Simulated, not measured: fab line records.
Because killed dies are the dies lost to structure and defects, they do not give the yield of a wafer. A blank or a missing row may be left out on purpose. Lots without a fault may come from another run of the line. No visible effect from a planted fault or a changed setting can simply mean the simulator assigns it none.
Which tool did it? ; flow nand_harc ; 24 lots with 72 wafers sampled at 5 steps, on a route of 1159 steps

## WHAT THE GAUGES SHOWED, per wafer
NHARC_P_CONTACT_OVL_MEAS_13. Usual: overlay_x_nm 0.0 nm, standard deviation 0.81; overlay_y_nm -0.2 nm, standard deviation 0.89.
lot;measured;on;overlay_x_nm (nm);overlay_y_nm (nm);flag
L074;day 5 08:22;overlay-02;-0.8 -0.6 -1.1;-1.3 -1.3 -0.9;
L075;day 5 22:25;overlay-02;-0.5 -0.9 0.3;-0.8 -1.1 -1.0;
L076;day 5 23:19;overlay-01;-0.5 -0.8 -0.1;1.0 0.9 0.8;
L078;day 6 12:35;overlay-01;0.4 0.4 0.3;-0.9 -0.6 -0.7;
L077;day 6 12:46;overlay-01;-0.2 -0.5 -0.5;0.1 0.4 0.2;
L079;day 6 23:48;overlay-01;-0.7 -0.2 -0.4;-0.5 -0.1 -1.0;
L081;day 7 04:26;overlay-01;0.9 0.4 0.4;-0.9 -1.1 -0.8;
L080;day 7 05:25;overlay-01;1.2 0.9 0.9;0.8 0.8 1.4;
L083;day 7 16:02;overlay-01;1.4 1.9 1.5;-1.0 -1.3 -1.2;
L082;day 7 16:23;overlay-01;0.2 -0.1 0.2;-0.6 -0.4 -1.0;
L085;day 8 16:04;overlay-01;1.5 1.3 1.6;1.5 2.0 1.4;
L086;day 8 23:43;overlay-02;0.5 0.3 -0.3;-1.0 -1.1 -0.6;
L087;day 9 00:43;overlay-01;0.3 0.7 0.6;-0.8 -0.7 -0.7;
L084;day 9 03:16;overlay-02;0.0 0.3 0.5;0.0 0.3 0.2;
L089;day 9 09:16;overlay-01;-0.5 -1.0 -0.7;0.8 2.1 1.3;
L088;day 9 11:26;overlay-02;-0.8 0.0 -0.8;-0.5 -1.1 -0.8;
L090;day 9 22:17;overlay-01;-0.4 -0.3 -0.4;-0.1 0.5 1.0;
L093;day 10 05:46;overlay-01;-0.3 0.1 -0.5;-1.1 -0.5 -1.0;
L094;day 10 06:34;overlay-02;-0.8 -0.6 -0.6;-0.3 -0.1 -0.6;
L091;day 10 06:54;overlay-01;-0.2 0.3 0.0;-0.9 -1.1 -0.5;
L092;day 10 11:52;overlay-02;0.3 0.1 0.4;-0.2 -0.4 -0.3;
L096;day 10 22:51;overlay-01;-2.3 -1.8 -2.3;-1.3 -1.6 -0.8;
L095;day 10 23:20;overlay-01;0.3 0.2 0.1;0.9 0.3 -0.2;
L097;day 11 05:31;overlay-01;0.3 -0.3 -0.3;0.5 0.9 0.8;

NHARC_P_M2_OVL_MEAS_10: pitch 340 nm. Usual: overlay_x_nm 0.1 nm, standard deviation 0.72; overlay_y_nm -0.2 nm, standard deviation 1.
lot;measured;on;overlay_x_nm (nm);overlay_y_nm (nm);flag
L074;day 5 21:05;overlay-02;1.3 0.7 0.5;-1.2 -1.5 -1.6;
L075;day 6 14:06;overlay-02;0.4 0.5 0.9;-0.9 -0.9 -0.8;
L076;day 6 15:01;overlay-02;0.5 0.1 0.5;0.3 0.2 0.6;
L078;day 7 06:28;overlay-01;-0.2 -0.8 -0.2;2.4 2.2 1.9;
L077;day 7 06:58;overlay-01;0.3 0.5 0.3;1.0 0.9 0.3;
L079;day 7 12:29;overlay-01;1.6 0.7 1.0;-2.2 -1.8 -2.0;
L081;day 7 17:20;overlay-02;2.2 1.7 2.1;-1.6 -1.3 -1.4;
L080;day 7 18:26;overlay-02;-1.0 -0.3 -0.2;-0.5 -0.8 -0.2;
L083;day 8 09:09;overlay-01;-0.2 0.2 -0.5;-1.5 -1.0 -1.6;
L082;day 8 09:49;overlay-02;-0.7 -0.2 -0.1;-0.9 -0.8 -0.4;
L085;day 9 06:56;overlay-02;0.6 0.3 -0.2;1.0 0.5 0.7;
L086;day 9 16:40;overlay-02;-0.4 -0.7 -0.8;-0.6 -0.5 -1.3;
L087;day 9 17:24;overlay-01;0.4 -0.6 -0.1;-0.1 -0.6 -0.2;
L084;day 9 23:22;overlay-01;-0.1 -0.1 0.2;-0.1 -0.2 -0.1;
L089;day 10 05:58;overlay-02;-0.2 -0.6 -0.3;-0.9 -0.8 -0.3;
L088;day 10 06:19;overlay-01;-0.6 -0.2 -0.1;0.2 0.0 0.0;
L090;day 10 11:14;overlay-02;-0.8 -1.4 -0.5;0.6 0.8 1.1;
L093;day 10 18:28;overlay-02;0.2 -0.6 -0.5;0.8 0.3 0.3;
L094;day 10 18:58;overlay-01;0.2 0.3 0.3;0.2 1.2 0.7;
L091;day 10 19:52;overlay-01;-0.1 -0.4 -0.7;0.7 0.4 0.8;
L092;day 11 03:54;overlay-01;0.0 -0.6 -0.3;-0.2 -0.5 -0.8;
L096;day 11 13:20;overlay-02;1.5 0.6 1.0;0.3 0.4 0.6;
L095;day 11 13:59;overlay-01;-0.4 -0.5 -0.7;0.3 0.9 0.2;
L097;day 11 18:24;overlay-02;0.5 0.5 1.0;-2.3 -1.4 -1.8;

## EACH LOT AND THE TOOL THAT RAN IT (in order: tool; ch and the chambers of the sampled wafers; start)
lot;NHARC_P_CONTACT_CMP_24;NHARC_P_M0_ETCH_34;NHARC_P_M1_PRE_CLEAN_30
L074;cmp-03 ch 0,2, day 5 11:16;rie_diel-10 ch 0,2, day 5 12:50;pvd_sputter-03, day 5 21:05 or earlier
L075;cmp-02 ch 0,1,3, day 6 04:38;rie_diel-10 ch 2,3, day 6 06:05;pvd_sputter-01, day 6 14:06 or earlier
L076;cmp-03 ch 0,1,2, day 6 05:12;rie_diel-09 ch 0,1,2, day 6 06:44;pvd_sputter-02, day 6 15:01 or earlier
L078;cmp-03 ch 1,2,3, day 6 20:55;rie_diel-09 ch 0,1, day 6 22:23;pvd_sputter-03, day 7 06:28 or earlier
L077;cmp-03 ch 1,3, day 6 21:24;rie_diel-08 ch 0,1,3, day 6 22:52;pvd_sputter-03, day 7 06:58 or earlier
L079;cmp-01 ch 1,2,3, day 7 02:44;rie_diel-08 ch 0,2,3, day 7 04:23;pvd_sputter-01, day 7 12:29 or earlier
L081;cmp-03 ch 0,1,3, day 7 07:44;rie_diel-08 ch 0,2,3, day 7 09:17;pvd_sputter-02, day 7 17:20 or earlier
L080;cmp-02 ch 0,1, day 7 08:30;rie_diel-08 ch 0,3, day 7 10:05;pvd_sputter-02, day 7 18:26 or earlier
L083;cmp-03 ch 0,2,3, day 7 23:24;rie_diel-08 ch 0,1,2, day 8 00:58;pvd_sputter-03, day 8 09:09 or earlier
L082;cmp-03 ch 0,2,3, day 7 23:58;rie_diel-08 ch 0,1, day 8 01:33;pvd_sputter-02, day 8 09:49 or earlier
L085;cmp-02 ch 0,1,2, day 8 20:44;rie_diel-08 ch 0,1, day 8 22:27;pvd_sputter-01, day 9 06:56 or earlier
L086;cmp-03 ch 0,1,3, day 9 06:10;rie_diel-08 ch 0,1,2, day 9 07:43;pvd_sputter-01, day 9 16:40 or earlier
L087;cmp-01 ch 0,2,3, day 9 06:44;rie_diel-10 ch 2,3, day 9 08:17;pvd_sputter-01, day 9 17:24 or earlier
L084;cmp-02 ch 0,1,2, day 9 13:47;rie_diel-10 ch 0,2,3, day 9 15:25;pvd_sputter-01, day 9 23:22 or earlier
L089;cmp-01 ch 0,1,3, day 9 20:13;rie_diel-08 ch 0,1,2, day 9 21:49;pvd_sputter-01, day 10 05:58 or earlier
L088;cmp-03 ch 0,1,2, day 9 20:28;rie_diel-10 ch 1,3, day 9 22:00;pvd_sputter-01, day 10 06:19 or earlier
L090;cmp-01 ch 0,2,3, day 10 01:46;rie_diel-08 ch 1,2,3, day 10 03:20;pvd_sputter-03, day 10 11:14 or earlier
L093;cmp-03 ch 0,1,2, day 10 08:41;rie_diel-09 ch 0,2, day 10 10:07;pvd_sputter-02, day 10 18:28 or earlier
L094;cmp-03 ch 1,2,3, day 10 09:22;rie_diel-09 ch 0,1, day 10 10:57;pvd_sputter-02, day 10 18:58 or earlier
L091;cmp-03 ch 0,1, day 10 09:43;rie_diel-10 ch 0,1,3, day 10 11:18;pvd_sputter-03, day 10 19:52 or earlier
L092;cmp-03 ch 1,2,3, day 10 17:25;rie_diel-09 ch 0,1,2, day 10 18:54;pvd_sputter-03, day 11 03:54 or earlier
L096;cmp-02 ch 0,2,3, day 11 03:47;rie_diel-09 ch 0,1,3, day 11 05:14;pvd_sputter-01, day 11 13:20 or earlier
L095;cmp-01 ch 0,2,3, day 11 04:19;rie_diel-08 ch 0,2,3, day 11 05:53;pvd_sputter-02, day 11 13:59 or earlier
L097;cmp-02 ch 0,1, day 11 08:41;rie_diel-08 ch 1,2,3, day 11 10:16;pvd_sputter-02, day 11 18:24 or earlier
- NHARC_P_CONTACT_CMP_24: polishes, t overpolish 30 s, target thk 200 nm.
- NHARC_P_M0_ETCH_34: etches the open film in N2/H2, target depth 40 nm, overetch 12 nm, time 43.94 s.
- NHARC_P_M1_PRE_CLEAN_30: time 30 s.

## AS READ BY THE TOOLS THEMSELVES (means over the sampled wafers that have a number; for cases with no such wafer, the mark the record gives instead)
NHARC_P_CONTACT_CMP_24. Usual: motor_current_A 12.0 A, standard deviation 1; overpolish_run_s 29.999 s, standard deviation 0.0093; pad_life_wafers 254, standard deviation 140; retaining_ring_pressure_frac 1.000, standard deviation 0.0047; time_to_endpoint_s 39.5 s, standard deviation 2.6.
lot;tool;motor_current_A (A);overpolish_run_s (s);pad_life_wafers;retaining_ring_pressure_frac;time_to_endpoint_s (s);flag
L074;cmp-03;12.9;29.989;212;1.002;34.2;
L075;cmp-02;12.1;30.001;547;1.000;39.9;
L076;cmp-03;12.4;29.997;290;1.001;41.2;
L078;cmp-03;12.1;30.008;356;0.997;38.2;
L077;cmp-03;12.3;29.995;361;1.000;39.1;
L079;cmp-01;11.7;30.004;409;1.001;37.4;
L081;cmp-03;11.6;29.996;392;1.001;37.6;
L080;cmp-02;12.7;30.001;138;1.001;41.4;
L083;cmp-03;12.5;29.995;25;0.997;35.8;
L082;cmp-03;12.3;29.998;32;0.998;39.7;
L085;cmp-02;12.2;30.000;284;1.002;43.2;
L086;cmp-03;11.2;29.998;116;1.003;40.9;
L087;cmp-01;12.0;30.009;68;1.001;39.8;
L084;cmp-02;12.1;30.012;380;0.998;41.3;
L089;cmp-01;11.8;30.003;121;0.996;37.2;
L088;cmp-03;12.1;29.997;194;0.999;40.4;
L090;cmp-01;11.8;29.998;182;1.004;42.7;
L093;cmp-03;12.6;30.002;308;1.000;38.5;
L094;cmp-03;12.7;30.000;319;1.003;38.6;
L091;cmp-03;11.5;30.000;331;1.001;39.9;
L092;cmp-03;12.9;29.991;415;0.994;38.1;
L096;cmp-02;12.7;29.994;103;1.006;38.7;
L095;cmp-01;11.7;29.989;385;0.999;37.5;
L097;cmp-02;12.4;29.999;122;0.999;44.0;

NHARC_P_M0_ETCH_34. Usual: value, then standard deviation, for each; drypump_motor_current_A 5.9 A / 0.32; h2_flow_sccm 150.1 sccm / 0.48; mfc_ar_sccm 0.003 sccm / 0.0044; oes_product_au 0.997 a.u. / 0.0083; rf_vpp_V 429.6 V / 2.3; showerhead_plenum_p_Torr 2.00 Torr / 0.082; throttle_valve_pct 14.170 % / 0.0083.
lot;tool;drypump_motor_current_A (A);h2_flow_sccm (sccm);mfc_ar_sccm (sccm);oes_product_au (a.u.);rf_vpp_V (V);showerhead_plenum_p_Torr (Torr);throttle_valve_pct (%);flag
L074;rie_diel-10;5.8;149.9;0.001;0.993;429.4;2.00;14.169;
L075;rie_diel-10;6.1;150.2;0.001;0.999;428.5;1.97;14.168;
L076;rie_diel-09;6.1;149.9;0.003;1.004;429.1;1.99;14.171;
L078;rie_diel-09;6.1;149.9;0.000;0.998;428.7;1.98;14.174;
L077;rie_diel-08;5.8;150.1;0.003;1.004;430.7;2.04;14.168;
L079;rie_diel-08;5.9;149.9;0.004;1.003;428.7;1.96;14.174;
L081;rie_diel-08;5.9;150.4;0.004;0.998;428.2;1.96;14.167;
L080;rie_diel-08;6.0;149.4;0.003;0.994;429.4;1.98;14.173;
L083;rie_diel-08;5.9;149.9;0.001;1.001;430.3;2.03;14.171;
L082;rie_diel-08;6.1;150.0;0.000;0.999;431.1;2.05;14.177;
L085;rie_diel-08;5.8;150.6;0.000;1.002;432.5;2.12;14.171;
L086;rie_diel-08;6.0;150.5;0.001;1.003;430.2;2.03;14.166;
L087;rie_diel-10;6.0;150.3;0.001;0.988;428.8;1.97;14.176;
L084;rie_diel-10;5.8;149.5;0.000;0.983;427.9;1.96;14.180;
L089;rie_diel-08;5.9;150.1;0.001;1.000;431.7;2.03;14.168;
L088;rie_diel-10;5.9;150.3;0.000;0.980;428.2;1.94;14.166;
L090;rie_diel-08;5.7;149.8;0.004;0.997;429.6;2.02;14.175;
L093;rie_diel-09;6.1;149.9;0.003;0.992;429.0;1.98;14.169;
L094;rie_diel-09;6.1;149.5;0.000;1.001;428.3;1.96;14.167;
L091;rie_diel-10;5.7;150.2;0.000;0.985;427.4;1.96;14.175;
L092;rie_diel-09;6.2;150.4;0.003;0.991;429.6;1.98;14.170;
L096;rie_diel-09;6.1;149.9;0.006;0.993;430.0;2.01;14.177;
L095;rie_diel-08;5.9;150.1;0.004;0.996;428.2;1.96;14.171;
L097;rie_diel-08;5.6;150.0;0.004;1.003;430.2;2.02;14.165;

NHARC_P_M1_PRE_CLEAN_30. Usual: heater_power_w at 406 W, with a standard deviation of 49.
lot;tool;heater_power_w (W);flag
L074;pvd_sputter-03;508;
L075;pvd_sputter-01;381;
L076;pvd_sputter-02;370;
L078;pvd_sputter-03;440;
L077;pvd_sputter-03;504;
L079;pvd_sputter-01;356;
L081;pvd_sputter-02;391;
L080;pvd_sputter-02;390;
L083;pvd_sputter-03;473;
L082;pvd_sputter-02;376;
L085;pvd_sputter-01;392;
L086;pvd_sputter-01;381;
L087;pvd_sputter-01;380;
L084;pvd_sputter-01;389;
L089;pvd_sputter-01;370;
L088;pvd_sputter-01;383;
L090;pvd_sputter-03;466;
L093;pvd_sputter-02;395;
L094;pvd_sputter-02;388;
L091;pvd_sputter-03;421;
L092;pvd_sputter-03;471;
L096;pvd_sputter-01;379;
L095;pvd_sputter-02;389;
L097;pvd_sputter-02;372;

## THE ANSWER, worked out from the rows above alone
Rule: take the mean of a lot's wafers that have a number; if it is more than 3 standard deviations from the usual mean, the lot is off. A lot without any number at a reading at which 4 lots or more have one is off too. Where the step has rows for the other lots, those lots are counted as sound. The gauges are gone through in route order, then the tools' own readings, and for those a lot's mean is taken as printed above. At the first step where some lot is off, the reading lying furthest off is the one used; lots without a number count as furthest.
None of the lots is off at any reading shown; this tells nothing.

## WHAT WAS PUT IN BY THE SIMULATOR
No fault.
